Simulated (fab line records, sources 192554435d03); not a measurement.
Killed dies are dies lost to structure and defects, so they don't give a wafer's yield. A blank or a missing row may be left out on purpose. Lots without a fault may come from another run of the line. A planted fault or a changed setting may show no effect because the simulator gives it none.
Split-lot experiment | flow n5_finfet | 7 lots, 21 wafers read, on a route of 1938 steps

THE SPLIT
At N5_HKMG_FIN_EXPOSE_46 (exposes mask NDIPOLE), the setting dose_mj was moved away from the recipe's 40 on 7 of the 21 wafers read, by +2.0% to +5.6%. The other wafers ran this setting at the recipe's value.

FROM THE SPLIT TO THE READING: what the file shows between them, 2 steps
- N5_HKMG_FIN_PEB_47: peb time 60 s
- N5_HKMG_FIN_DEVELOP_48: develop time 30 s

THE READING
cd_nm, in nm, at N5_HKMG_FIN_CD_MEAS_49 (target cd 202 nm). Fault-free wafers of this fab line usually give 202.1 nm, standard deviation 0.9 nm.

wafer  | tool, chamber at the split | dose_mj as run | against the recipe | cd_nm, nm | against lot-mates on the recipe
L084.3 | arfi_scanner-02, 0         | 42.11          | +5.3%              | 205.9     | +4.4
L084.4 | arfi_scanner-02, 0         | 40             | recipe             | 201.5     | -
L084.5 | arfi_scanner-02, 0         | 42.11          | +5.3%              | 204.1     | +2.6
L086.3 | arfi_scanner-02, 0         | 40             | recipe             | 201.7     | -
L086.5 | arfi_scanner-02, 0         | 40             | recipe             | 201.8     | -
L086.6 | arfi_scanner-02, 0         | 40             | recipe             | 202.0     | -
L089.1 | arfi_scanner-02, 0         | 41.31          | +3.3%              | 204.8     | +2.4
L089.2 | arfi_scanner-02, 0         | 40             | recipe             | 202.4     | -
L089.6 | arfi_scanner-02, 0         | 41.31          | +3.3%              | 205.2     | +2.8
L090.3 | arfi_scanner-01, 0         | 42.23          | +5.6%              | 206.3     | +4.5
L090.4 | arfi_scanner-01, 0         | 40             | recipe             | 201.8     | -
L090.6 | arfi_scanner-01, 0         | 42.23          | +5.6%              | 206.2     | +4.4
L091.3 | arfi_scanner-03, 0         | 40.82          | +2.0%              | 202.8     | +0.8
L091.4 | arfi_scanner-03, 0         | 40             | recipe             | 201.5     | -
L091.6 | arfi_scanner-03, 0         | 40             | recipe             | 202.6     | -
L094.1 | arfi_scanner-03, 0         | 40             | recipe             | 202.5     | -
L094.2 | arfi_scanner-03, 0         | 40             | recipe             | 202.2     | -
L094.5 | arfi_scanner-03, 0         | 40             | recipe             | 201.5     | -
L097.1 | arfi_scanner-02, 0         | 40             | recipe             | 202.9     | -
L097.2 | arfi_scanner-02, 0         | 40             | recipe             | 201.4     | -
L097.6 | arfi_scanner-02, 0         | 40             | recipe             | 202.5     | -

THE FIT
A straight line over all 21 wafers: cd_nm changes by +0.693 nm for each +1% of dose_mj; r = +0.93; the points scatter about the line by 0.63 nm.
The same after taking each lot's own level away (the mean of its wafers on the recipe; 21 wafers): +0.738 nm for each +1%; r = +0.95; scatter 0.53 nm.
On that fit, the largest move of dose_mj shifts the reading by 4.1 nm.
The lots' own levels span 201.50 to 202.40 nm, that is 1.0 times the standard deviation above.
So the lot-to-lot level changes the slope little: the two slopes agree.
Check: with one of the wafers moved furthest among these (+5.6%) left out of the fit, the line predicts +3.97 nm for it against its lot-mates. It came out at +4.5 nm against them.

THE WHOLE CHAIN: every reading that the file lists as answering this split, in the file's order
step                   | what it does                                           | reading                                                                | change (the file's fit)               | r (the file's)
N5_HKMG_FIN_CD_MEAS_49 | target cd 202 nm                                       | cd_nm                                                                  | +0.717 nm for each +1% of the setting | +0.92
N5_HKMG_FIN_ETCH_54    | etches SiARC in CF4, target depth 45.5 nm, time 75.8 s | HKMG_FIN.cd_offset_nm (the simulator's own value, which no gauge read) | +0.679 nm for each +1% of the setting | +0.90

THE FILE'S OWN FIT
cd_nm changes by +0.717 nm for each +1% of dose_mj, r = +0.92.
